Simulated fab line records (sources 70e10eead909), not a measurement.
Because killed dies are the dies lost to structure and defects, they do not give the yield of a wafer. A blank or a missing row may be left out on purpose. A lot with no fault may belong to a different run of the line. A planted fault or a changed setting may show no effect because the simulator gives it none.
fab line records	flow nand_harc
[record] lots = 24	wafers = 72	last_day = 24
route steps=1159 shown A_CONTACT@944 A_BLC@983 A_M0@1005 A_M1@1052
lots that met no fault: from a run of the same line without faults
start_h: the number of hours between the record's first day and the start of the first shown wafer of the lot	wait_h: time in hours since the lot's previous step	" repeats the value in the row above	L1.1+2: a single row standing in for several wafers	- either no value or no given start	* or withheld: withheld	< > ~ a bound
route shown NAME@n: names a module that has steps shown in the file, with the first one's number in the route	usual: mean/standard deviation of fault-free wafers	same: alike in all rows	chamber/n: place in a boat	sites: readings site by site	_std_site: the standard deviation of these	_edge_site: outer sites' mean less inner sites'	radius_mm: for every site, how far away it sits from the centre of the wafer	mask NAME#n: copy n	behind: the last tool/chamber to shape the wafer	hold: what put the lot on hold/how long, in hours/how the hold closed	device: the n, p or np transistor that did not switch	end of line: the route-end tests of the same wafers	a step given without rows: its recipe and nothing more	killed: the dies lost at the first sort to structure and to defects; this is not the yield of the wafer	map: per-die view of a wafer (x killed, . not killed, _ where there is no die)
set.NAME: the setting as run; set.NAME@STEP: as run at that earlier step	model.NAME: the simulator's own value behind a step, which no gauge read
one table for each step of the route and one row for each wafer, over a sample of lots
services: the hour from which a tool's chamber was out of use, counted from the record's first day as start_h (under 0 if before that day), plus the number of hours and why
[[steps]]
[step NHARC_A_CONTACT_ETCH_135]
[recipe] source_w = withheld	pressure_mtorr = 20	bias_v = 3000	time_s = 132	target_depth_a = 12870	ar_flow_sccm = withheld	c4f8_flow_sccm = withheld	o2_flow_sccm = withheld	chemistry = C4F8/O2/Ar
lot.wafer	tool	chamber	start_h	wait_h	rf_hours_counter_h
L074.1	har_cap_etch-01	1	384.42	0.2	59
L074.4	"	1	"	"	-
L074.6	"	1	"	"	-
L075.4	har_cap_etch-01	0	390.06	0.2	-
L075.3	"	1	"	"	-
L075.6	"	1	"	"	-
L076.3	har_cap_etch-02	1	392.50	0.1	-
L076.6	"	0	"	"	-
L076.5	"	1	"	"	-
L077.1	har_cap_etch-03	1	394.08	0.2	88
L077.3	"	1	"	"	-
L077.4	"	0	"	"	-
L078.4	har_cap_etch-02	1	422.66	0.1	-
L078.5	"	0	"	"	-
L078.6	"	1	"	"	-
L079.1	har_cap_etch-01	1	425.85	0.2	64
L079.5	"	0	"	"	-
L079.6	"	1	"	"	-
L080.2	har_cap_etch-03	0	432.35	0.2	92
L080.3	"	1	"	"	-
L080.4	"	0	"	"	-
L082.1	har_cap_etch-02	0	433.36	0.2	18
L082.4	"	0	"	"	-
L082.5	"	1	"	"	-
L081.1	har_cap_etch-03	0	436.09	0.2	93
L081.5	"	0	"	"	-
L081.6	"	1	"	"	-
L083.1	har_cap_etch-03	0	451.15	0.2	95
L083.3	"	1	"	"	-
L083.5	"	1	"	"	-
L084.2	har_cap_etch-03	1	454.76	0.2	96
L084.3	"	1	"	"	-
L084.4	"	0	"	"	-
L087.1	har_cap_etch-02	0	459.09	0.2	24
L087.2	"	1	"	"	24
L087.4	"	1	"	"	-
L085.2	har_cap_etch-01	1	467.57	0.2	73
L085.3	"	1	"	"	-
L085.5	"	1	"	"	-
L086.2	har_cap_etch-01	0	471.62	0.2	74
L086.6	"	0	"	"	-
L086.5	"	1	"	"	-
L088.1	har_cap_etch-02	1	474.56	0.2	27
L088.2	"	0	"	"	27
L088.4	"	1	"	"	-
L089.2	har_cap_etch-01	1	474.78	0.2	75
L089.4	"	1	"	"	-
L089.5	"	0	"	"	-
L091.3	har_cap_etch-03	1	480.29	0.1	-
L091.6	"	0	"	"	-
L091.5	"	1	"	"	-
L090.1	har_cap_etch-02	1	486.39	0.2	29
L090.3	"	0	"	"	-
L090.5	"	1	"	"	-
L092.1	har_cap_etch-03	0	499.84	0.2	104
L092.4	"	1	"	"	-
L092.3	"	0	"	"	-
L094.2	har_cap_etch-03	0	508.64	0.2	106
L094.1	"	1	"	"	106
L094.5	"	0	"	"	-
L096.1	har_cap_etch-02	0	513.63	0.2	34
L096.4	"	0	"	"	-
L096.6	"	0	"	"	-
L095.3	har_cap_etch-01	1	514.91	0.1	-
L095.5	"	1	"	"	-
L095.6	"	0	"	"	-
L093.1	har_cap_etch-03	1	516.49	0.2	108
L093.4	"	0	"	"	-
L093.6	"	0	"	"	-
L097.4	har_cap_etch-02	1	530.53	0.1	-
L097.3	"	0	"	"	-
L097.5	"	1	"	"	-
[step NHARC_A_CONTACT_INSPECT_23]
[usual] raw_defect_count = 457/160
lot.wafer	tool	chamber	start_h	wait_h	raw_defect_count
L074.1	defect_inspect-02	-	389.72	0.1	389
L074.4	"	-	"	"	322
L074.6	"	-	"	"	363
L075.3	defect_inspect-02	-	398.58	0.1	531
L075.4	"	-	"	"	814
L075.6	"	-	"	"	564
L076.3	defect_inspect-02	-	402.26	0.1	302
L076.5	"	-	"	"	372
L076.6	"	-	"	"	341
L077.1	defect_inspect-02	-	403.10	0.1	612
L077.3	"	-	"	"	515
L077.4	"	-	"	"	447
L078.4	defect_inspect-02	-	430.33	0.1	463
L078.5	"	-	"	"	411
L078.6	"	-	"	"	518
L079.1	defect_inspect-01	-	431.57	0.1	403
L079.5	"	-	"	"	372
L079.6	"	-	"	"	452
L080.2	defect_inspect-02	-	440.96	0.1	329
L080.3	"	-	"	"	230
L080.4	"	-	"	"	298
L082.1	defect_inspect-01	-	443.47	0.1	433
L082.4	"	-	"	"	388
L082.5	"	-	"	"	423
L081.1	defect_inspect-01	-	444.19	0.1	401
L081.5	"	-	"	"	299
L081.6	"	-	"	"	367
L083.1	defect_inspect-01	-	454.66	0.1	535
L083.3	"	-	"	"	617
L083.5	"	-	"	"	1122
L084.2	defect_inspect-01	-	460.40	0.1	629
L084.3	"	-	"	"	371
L084.4	"	-	"	"	476
L087.1	defect_inspect-02	-	465.46	0.1	300
L087.2	"	-	"	"	441
L087.4	"	-	"	"	299
L085.2	defect_inspect-01	-	471.53	0.1	348
L085.3	"	-	"	"	522
L085.5	"	-	"	"	411
L086.2	defect_inspect-01	-	476.00	0.1	488
L086.5	"	-	"	"	414
L086.6	"	-	"	"	244
L088.1	defect_inspect-02	-	478.11	0.1	322
L088.2	"	-	"	"	349
L088.4	"	-	"	"	336
L089.2	defect_inspect-02	-	478.84	0.1	446
L089.4	"	-	"	"	479
L089.5	"	-	"	"	328
L091.3	defect_inspect-01	-	495.54	0.1	360
L091.5	"	-	"	"	660
L091.6	"	-	"	"	374
L090.1	defect_inspect-02	-	499.71	0.1	475
L090.3	"	-	"	"	428
L090.5	"	-	"	"	392
L092.1	defect_inspect-02	-	507.53	0.1	453
L092.3	"	-	"	"	410
L092.4	"	-	"	"	586
L094.1	defect_inspect-01	-	514.30	0.1	923
L094.2	"	-	"	"	953
L094.5	"	-	"	"	666
L096.1	defect_inspect-01	-	517.16	0.1	294
L096.4	"	-	"	"	262
L096.6	"	-	"	"	258
L095.3	defect_inspect-01	-	522.22	0.1	602
L095.5	"	-	"	"	665
L095.6	"	-	"	"	695
L093.1	defect_inspect-02	-	522.27	0.1	561
L093.4	"	-	"	"	376
L093.6	"	-	"	"	506
L097.3	defect_inspect-02	-	539.73	0.1	359
L097.4	"	-	"	"	376
L097.5	"	-	"	"	320
[step NHARC_A_BLC_STRIP_21]
[recipe] o2_flow_sccm = 500	ar_flow_sccm = 0	bias_w = 0	chemistry = O2
[usual] drypump_motor_current_A = 5.6/0.45	oes_product_au = 1.002/0.0094	rf_vpp_V = 57.5/0.9	showerhead_plenum_p_Torr = 3.42/0.15	throttle_valve_pct = 17.038/0.0082
lot.wafer	tool	chamber	start_h	wait_h	drypump_motor_current_A	oes_product_au	rf_hours_counter_h	rf_vpp_V	showerhead_plenum_p_Torr	throttle_valve_pct
L074.4	rie_diel-13	0	391.57	0.1	6.3	1.003	11	57.3	3.61	17.029
L074.1	"	2	"	"	6.0	1.000	11	58.8	3.37	17.031
L074.6	"	1	"	"	5.1	1.001	-	58.5	3.39	17.039
L075.3	rie_diel-13	3	400.43	0.1	5.2	0.980	12	58.6	3.42	17.030
L075.4	"	0	"	"	6.3	1.001	12	56.9	3.60	17.045
L075.6	"	3	"	"	5.2	0.985	-	56.9	3.42	17.036
L076.3	rie_diel-13	2	404.11	0.1	6.0	1.000	12	58.2	3.37	17.042
L076.5	"	2	"	"	6.0	1.003	-	56.0	3.37	17.037
L076.6	"	3	"	"	5.2	1.001	-	57.4	3.42	17.048
L077.3	rie_diel-02	1	404.96	0.1	5.9	1.001	7	56.8	3.33	17.040
L077.1	"	2	"	"	5.5	1.001	8	56.4	3.31	17.016
L077.4	"	0	"	"	5.1	1.000	6	57.6	3.76	17.040
L078.4	rie_diel-02	0	432.20	0.1	5.1	1.008	9	58.8	3.76	17.052
L078.6	"	1	"	"	5.9	1.003	-	57.7	3.32	17.031
L078.5	"	2	"	"	5.5	1.006	-	56.8	3.31	17.034
L079.1	rie_diel-13	2	434.03	0.1	6.0	0.999	15	58.1	3.36	17.031
L079.6	"	2	"	"	6.0	1.005	-	57.3	3.36	17.046
L079.5	"	1	"	"	5.1	1.023	-	57.2	3.38	17.039
L080.3	rie_diel-13	2	443.02	0.1	6.0	1.010	16	57.5	3.36	17.023
L080.2	"	1	"	"	5.1	1.030	16	56.6	3.38	17.041
L080.4	"	0	"	"	6.3	1.009	-	58.1	3.60	17.039
L082.1	rie_diel-13	2	445.42	0.1	6.0	0.992	17	56.2	3.36	17.051
L082.5	"	1	"	"	5.1	1.007	-	57.1	3.38	17.035
L082.4	"	2	"	"	6.0	0.999	-	57.4	3.36	17.026
L081.1	rie_diel-13	0	446.10	0.1	6.3	1.001	15	58.9	3.60	17.043
L081.6	"	1	"	"	5.1	1.007	-	58.0	3.38	17.015
L081.5	"	2	"	"	6.0	0.995	-	58.7	3.36	17.046
L083.3	rie_diel-02	0	456.40	0.1	5.1	1.014	12	57.2	3.76	17.040
L083.1	"	1	"	"	5.9	0.989	12	56.4	3.32	17.044
L083.5	"	2	"	"	5.5	1.010	-	57.5	3.31	17.045
L084.4	rie_diel-13	2	462.33	0.1	6.0	0.989	0	57.6	3.36	17.034
L084.2	"	3	"	"	5.2	0.997	0	57.3	3.42	17.031
L084.3	"	0	"	"	6.3	1.021	0	59.0	3.60	17.044
L087.4	rie_diel-02	2	467.32	0.1	5.5	0.993	14	57.6	3.31	17.044
L087.2	"	0	"	"	5.1	1.000	13	58.4	3.76	17.030
L087.1	"	1	"	"	5.9	0.996	13	58.2	3.32	17.042
L085.3	rie_diel-02	3	473.40	0.1	5.1	0.995	14	56.9	3.30	17.029
L085.2	"	0	"	"	5.1	1.013	13	58.7	3.76	17.046
L085.5	"	0	"	"	5.1	1.007	-	56.5	3.76	17.032
L086.2	rie_diel-02	2	477.86	0.1	5.5	1.004	15	57.0	3.31	17.053
L086.6	"	1	"	"	5.9	1.001	-	56.7	3.32	17.043
L086.5	"	2	"	"	5.5	1.000	-	56.3	3.31	17.032
L088.1	rie_diel-02	3	479.98	0.1	5.1	1.002	14	57.2	3.30	17.031
L088.2	"	0	"	"	5.1	1.012	14	58.7	3.76	17.040
L088.4	"	1	"	"	6.0	1.005	15	58.0	3.32	17.042
L089.4	rie_diel-02	3	480.60	0.1	5.1	1.002	14	55.4	3.30	17.032
L089.2	"	1	"	"	6.0	1.004	15	58.0	3.32	17.040
L089.5	"	3	"	"	5.1	1.005	-	56.3	3.30	17.034
L091.3	rie_diel-02	1	497.25	0.1	5.9	1.003	16	58.6	3.32	17.052
L091.5	"	1	"	"	5.9	0.996	-	58.7	3.32	17.037
L091.6	"	2	"	"	5.5	1.006	-	58.0	3.30	17.033
L090.1	rie_diel-02	0	501.58	0.1	5.1	0.998	16	58.5	3.76	17.041
L090.3	"	1	"	"	6.0	1.002	17	57.9	3.32	17.046
L090.5	"	1	"	"	6.0	1.008	-	56.6	3.32	17.034
L092.1	rie_diel-13	3	509.32	0.1	5.2	1.001	5	58.6	3.41	17.037
L092.3	"	0	"	"	6.3	1.011	5	58.7	3.60	17.036
L092.4	"	1	"	"	5.1	1.009	6	57.8	3.38	17.039
L094.1	rie_diel-02	1	516.17	0.1	5.9	1.015	1	57.5	3.32	17.034
L094.2	"	0	"	"	5.1	1.008	0	56.9	3.76	17.029
L094.5	"	1	"	"	6.0	1.021	-	57.4	3.32	17.044
L096.1	rie_diel-13	0	518.99	0.1	6.3	1.002	6	57.6	3.60	17.029
L096.4	"	1	"	"	5.1	1.003	6	55.5	3.38	17.041
L096.6	"	0	"	"	6.3	1.011	-	57.6	3.60	17.025
L095.3	rie_diel-13	0	524.32	0.1	6.3	1.006	7	58.2	3.60	17.043
L095.5	"	0	"	"	6.3	1.018	-	57.4	3.60	17.041
L095.6	"	2	"	"	6.0	0.985	-	57.7	3.36	17.035
L093.1	rie_diel-02	3	524.52	0.1	5.1	1.007	2	57.5	3.29	17.045
L093.4	"	0	"	"	5.1	0.998	2	58.7	3.75	17.051
L093.6	"	1	"	"	5.9	1.017	-	58.3	3.32	17.040
L097.4	rie_diel-02	0	541.71	0.1	5.1	0.980	3	57.5	3.75	17.024
L097.3	"	2	"	"	5.5	1.004	3	58.1	3.30	17.029
L097.5	"	3	"	"	5.1	0.993	-	56.5	3.29	17.039
[step NHARC_A_M0_OVL_MEAS_10]
[recipe] pitch_nm = 160
[usual] overlay_x_nm = 0.0/0.89	overlay_y_nm = -0.1/0.87
lot.wafer	tool	chamber	start_h	wait_h	overlay_x_nm	overlay_y_nm
L074.1	overlay-02	-	394.41	-	-1.3	0.4
L074.4	"	-	"	"	-1.1	-0.3
L074.6	"	-	"	"	-1.4	0.0
L075.3	overlay-01	-	405.59	-	0.8	-0.8
L075.4	"	-	"	"	0.5	-0.7
L075.6	"	-	"	"	0.4	-0.3
L076.3	overlay-02	-	408.72	-	0.4	0.2
L076.5	"	-	"	"	0.6	0.5
L076.6	"	-	"	"	0.2	0.7
L077.1	overlay-01	-	409.13	-	-0.4	-1.6
L077.3	"	-	"	"	0.3	-0.9
L077.4	"	-	"	"	-0.1	-1.1
L078.4	overlay-02	-	439.41	-	-0.2	0.8
L078.5	"	-	"	"	0.2	0.7
L078.6	"	-	"	"	-0.2	0.8
L079.1	overlay-02	-	441.04	-	-2.0	-2.9
L079.5	"	-	"	"	-1.8	-2.3
L079.6	"	-	"	"	-1.7	-2.0
L080.2	overlay-02	-	446.29	-	-0.8	-0.3
L080.3	"	-	"	"	-0.8	-0.7
L080.4	"	-	"	"	-0.6	-0.1
L082.1	overlay-02	-	451.72	-	0.4	-1.4
L082.4	"	-	"	"	0.3	-1.3
L082.5	"	-	"	"	0.7	-1.2
L081.1	overlay-01	-	451.89	-	1.0	0.1
L081.5	"	-	"	"	1.8	0.9
L081.6	"	-	"	"	1.7	0.2
L083.1	overlay-02	-	461.00	-	-0.7	1.9
L083.3	"	-	"	"	-1.1	2.3
L083.5	"	-	"	"	-1.1	1.1
L084.2	overlay-02	-	466.86	-	-1.6	0.2
L084.3	"	-	"	"	-1.3	0.7
L084.4	"	-	"	"	-1.1	0.8
L087.1	overlay-02	-	470.16	-	0.3	-0.9
L087.2	"	-	"	"	0.5	-0.7
L087.4	"	-	"	"	0.0	-0.4
L085.2	overlay-01	-	476.23	-	1.0	-1.3
L085.3	"	-	"	"	0.7	-2.0
L085.5	"	-	"	"	0.7	-1.4
L086.2	overlay-01	-	480.74	-	-0.6	-0.5
L086.5	"	-	"	"	-0.9	-0.4
L086.6	"	-	"	"	-0.5	-0.4
L088.1	overlay-01	-	490.95	-	1.0	0.3
L088.2	"	-	"	"	0.8	0.5
L088.4	"	-	"	"	0.9	0.3
L089.2	overlay-02	-	491.34	-	0.1	0.4
L089.4	"	-	"	"	-0.9	0.4
L089.5	"	-	"	"	0.1	0.1
L091.3	overlay-02	-	502.10	-	0.0	0.0
L091.5	"	-	"	"	-0.4	0.3
L091.6	"	-	"	"	-0.7	0.6
L090.1	overlay-01	-	509.04	-	-1.0	-0.6
L090.3	"	-	"	"	-0.8	0.4
L090.5	"	-	"	"	-1.0	-0.4
L092.1	overlay-02	-	514.72	-	1.6	0.0
L092.3	"	-	"	"	1.7	-0.4
L092.4	"	-	"	"	1.7	-0.4
L094.1	overlay-02	-	522.49	-	1.0	-0.4
L094.2	"	-	"	"	1.0	0.1
L094.5	"	-	"	"	1.1	0.4
L096.1	overlay-01	-	523.58	-	0.3	0.4
L096.4	"	-	"	"	0.5	0.6
L096.6	"	-	"	"	0.7	0.5
L095.3	overlay-02	-	529.13	-	-0.1	0.0
L095.5	"	-	"	"	-0.5	-0.7
L095.6	"	-	"	"	-0.4	-0.3
L093.1	overlay-02	-	529.52	-	0.3	0.5
L093.4	"	-	"	"	0.8	0.0
L093.6	"	-	"	"	0.3	0.5
L097.3	overlay-01	-	544.53	-	0.1	-0.1
L097.4	"	-	"	"	0.3	-0.6
L097.5	"	-	"	"	0.2	-0.2
[step NHARC_A_M0_CMP_23]
[recipe] t_overpolish_s = 20	target_thk_nm = 113.75
[usual] motor_current_A = 11.7/1.2	time_to_endpoint_s = 30/3.2
[same] t_overpolish_s = 20
lot.wafer	tool	chamber	start_h	wait_h	motor_current_A	time_to_endpoint_s
L074.1	cmp-01	3	396.55	-	12.0	37
L074.4	"	0	"	"	13.8	32
L074.6	"	0	"	"	12.5	30
L075.4	cmp-04	2	407.73	-	10.2	34
L075.3	"	0	"	"	11.2	29
L075.6	"	3	"	"	13.5	32
L076.3	cmp-01	3	410.93	-	11.9	33
L076.5	"	2	"	"	10.0	32
L076.6	"	3	"	"	11.9	35
L077.1	cmp-02	3	411.24	-	12.4	27
L077.3	"	1	"	"	9.7	27
L077.4	"	2	"	"	12.9	29
L078.4	cmp-01	2	441.54	-	9.7	30
L078.5	"	1	"	"	13.2	26
L078.6	"	2	"	"	9.6	31
L079.1	cmp-02	3	443.21	-	12.1	30
L079.5	"	0	"	"	11.5	27
L079.6	"	1	"	"	10.1	32
L080.4	cmp-02	3	448.48	-	11.9	30
L080.3	"	0	"	"	11.9	30
L080.2	"	2	"	"	12.3	31
L082.4	cmp-04	3	453.82	-	12.5	25
L082.1	"	2	"	"	10.9	30
L082.5	"	0	"	"	11.1	26
L081.1	cmp-01	2	454.20	-	9.5	30
L081.6	"	3	"	"	11.9	32
L081.5	"	0	"	"	14.0	30
L083.3	cmp-02	2	463.52	-	12.8	29
L083.1	"	3	"	"	11.9	29
L083.5	"	0	"	"	11.9	25
L084.4	cmp-01	2	469.00	-	10.0	28
L084.2	"	3	"	"	11.8	34
L084.3	"	0	"	"	13.6	30
L087.2	cmp-04	2	472.50	-	10.7	34
L087.1	"	3	"	"	13.1	30
L087.4	"	0	"	"	11.1	31
L085.2	cmp-02	3	478.55	-	12.1	29
L085.3	"	1	"	"	10.1	31
L085.5	"	2	"	"	13.2	33
L086.2	cmp-04	0	482.85	-	9.9	30
L086.6	"	0	"	"	11.1	29
L086.5	"	1	"	"	11.9	34
L088.4	cmp-02	1	493.11	-	10.0	32
L088.2	"	2	"	"	11.5	29
L088.1	"	3	"	"	12.3	25
L089.4	cmp-01	0	493.46	-	13.5	29
L089.2	"	2	"	"	9.9	34
L089.5	"	3	"	"	11.5	32
L091.3	cmp-01	0	504.52	-	12.9	29
L091.6	"	0	"	"	12.8	34
L091.5	"	1	"	"	12.6	29
L090.1	cmp-04	0	511.16	-	10.5	26
L090.3	"	1	"	"	10.9	27
L090.5	"	0	"	"	11.4	28
L092.3	cmp-02	2	516.82	-	12.5	29
L092.4	"	0	"	"	11.7	25
L092.1	"	1	"	"	9.7	31
L094.2	cmp-01	0	524.64	-	13.7	31
L094.1	"	2	"	"	9.8	33
L094.5	"	0	"	"	12.9	31
L096.4	cmp-01	3	525.68	-	11.6	34
L096.1	"	2	"	"	9.5	31
L096.6	"	3	"	"	11.4	36
L095.3	cmp-01	1	531.23	-	12.8	28
L095.5	"	1	"	"	13.2	30
L095.6	"	2	"	"	9.6	32
L093.1	cmp-02	2	531.65	-	11.9	32
L093.4	"	3	"	"	11.6	29
L093.6	"	2	"	"	12.8	33
L097.4	cmp-02	1	546.68	-	10.3	29
L097.3	"	2	"	"	12.7	29
L097.5	"	3	"	"	12.2	28
[step NHARC_A_M1_CMP_23]
[recipe] t_overpolish_s = 20	target_thk_nm = 154.34
[usual] motor_current_A = 12.1/1	time_to_endpoint_s = 29.5/2.1
[same] t_overpolish_s = 20
lot.wafer	tool	chamber	start_h	wait_h	motor_current_A	time_to_endpoint_s
L074.1	cmp-03	0	400.69	-	13.6	30.9
L074.4	"	3	"	"	13.4	28.8
L074.6	"	1	"	"	12.4	30.1
L075.3	cmp-04	1	412.15	-	11.0	25.3
L075.4	"	2	"	"	10.8	30.8
L075.6	"	3	"	"	12.6	27.3
L076.3	cmp-02	1	414.96	-	10.1	28.6
L076.6	"	0	"	"	11.5	24.2
L076.5	"	1	"	"	9.9	27.2
L077.1	cmp-04	0	415.58	-	11.1	27.1
L077.3	"	1	"	"	11.5	24.0
L077.4	"	2	"	"	11.3	31.3
L078.4	cmp-03	2	445.75	-	12.8	29.2
L078.6	"	0	"	"	12.8	30.1
L078.5	"	1	"	"	12.3	30.7
L079.1	cmp-02	2	447.26	-	12.1	31.0
L079.5	"	2	"	"	12.7	31.8
L079.6	"	3	"	"	11.9	30.2
L080.3	cmp-04	1	452.75	-	11.2	25.3
L080.2	"	2	"	"	10.9	33.2
L080.4	"	3	"	"	12.9	27.2
L082.1	cmp-03	0	457.95	-	13.6	30.7
L082.4	"	1	"	"	12.8	28.2
L082.5	"	3	"	"	13.6	30.4
L081.1	cmp-04	3	458.36	-	12.9	30.4
L081.6	"	0	"	"	11.2	30.1
L081.5	"	1	"	"	11.6	28.1
L083.1	cmp-03	0	467.81	-	12.8	31.4
L083.3	"	3	"	"	13.6	28.7
L083.5	"	0	"	"	13.2	32.3
L084.2	cmp-04	1	473.19	-	11.1	28.7
L084.3	"	2	"	"	11.0	33.1
L084.4	"	0	"	"	10.9	30.3
L087.2	cmp-03	2	476.89	-	13.4	28.4
L087.1	"	3	"	"	12.5	30.2
L087.4	"	0	"	"	13.1	29.7
L085.3	cmp-03	0	482.70	-	12.8	32.0
L085.2	"	2	"	"	13.8	31.6
L085.5	"	0	"	"	12.7	31.0
L086.2	cmp-03	2	487.95	-	13.2	28.0
L086.5	"	2	"	"	12.7	28.4
L086.6	"	3	"	"	13.4	30.5
L088.1	cmp-03	1	497.57	-	12.3	30.5
L088.2	"	2	"	"	12.8	29.1
L088.4	"	0	"	"	13.1	30.5
L089.2	cmp-02	1	498.32	-	10.0	28.9
L089.4	"	2	"	"	12.7	32.1
L089.5	"	1	"	"	9.8	29.3
L091.3	cmp-03	1	508.80	-	12.3	31.8
L091.5	"	3	"	"	13.4	33.5
L091.6	"	0	"	"	12.8	32.4
L090.3	cmp-04	0	515.31	-	11.1	30.5
L090.1	"	1	"	"	10.7	27.6
L090.5	"	0	"	"	10.9	30.7
L092.4	cmp-04	0	521.28	-	11.0	28.6
L092.1	"	2	"	"	11.0	31.8
L092.3	"	3	"	"	13.5	31.9
L094.1	cmp-03	0	529.02	-	13.8	28.6
L094.2	"	2	"	"	13.3	29.2
L094.5	"	3	"	"	13.6	26.8
L096.1	cmp-02	3	530.04	-	11.8	29.9
L096.4	"	0	"	"	11.3	29.8
L096.6	"	0	"	"	11.6	29.6
L095.3	cmp-04	3	535.88	-	12.0	27.7
L095.6	"	0	"	"	10.9	26.9
L095.5	"	1	"	"	11.2	23.0
L093.4	cmp-02	3	536.09	-	12.2	28.5
L093.1	"	1	"	"	9.9	32.5
L093.6	"	0	"	"	11.4	30.8
L097.4	cmp-02	2	550.72	-	12.4	31.2
L097.3	"	3	"	"	11.9	30.1
L097.5	"	2	"	"	12.5	30.5
[[services]]
tool	chamber	start_h	hours	kind
cmp-04	-	361.03	1.7	repair
cmp-03	-	362.78	4.2	repair
cmp-04	-	372.68	1.2	repair
cmp-01	-	375.50	4.0	pm
cmp-04	-	379.88	1.7	repair
cmp-04	-	399.21	4.0	pm
rie_diel-13	1	414.47	6.7	repair
cmp-02	-	422.63	4.0	pm
rie_diel-13	0	422.73	16.6	repair
rie_diel-13	3	424.97	9.9	repair
rie_diel-13	3	436.00	10.3	repair
cmp-01	-	442.34	1.6	repair
rie_diel-13	-	453.00	9.0	pm
cmp-03	-	453.80	4.0	pm
cmp-03	-	462.32	0.6	repair
cmp-01	-	470.69	0.4	repair
cmp-02	-	479.15	0.6	repair
cmp-02	-	482.88	1.0	repair
cmp-04	-	497.21	4.0	pm
rie_diel-02	-	504.70	9.0	pm
cmp-02	-	511.54	0.9	repair
cmp-02	-	520.64	4.0	pm
rie_diel-13	1	523.36	9.7	repair
cmp-02	-	528.40	1.2	repair
[[key]]
fault none
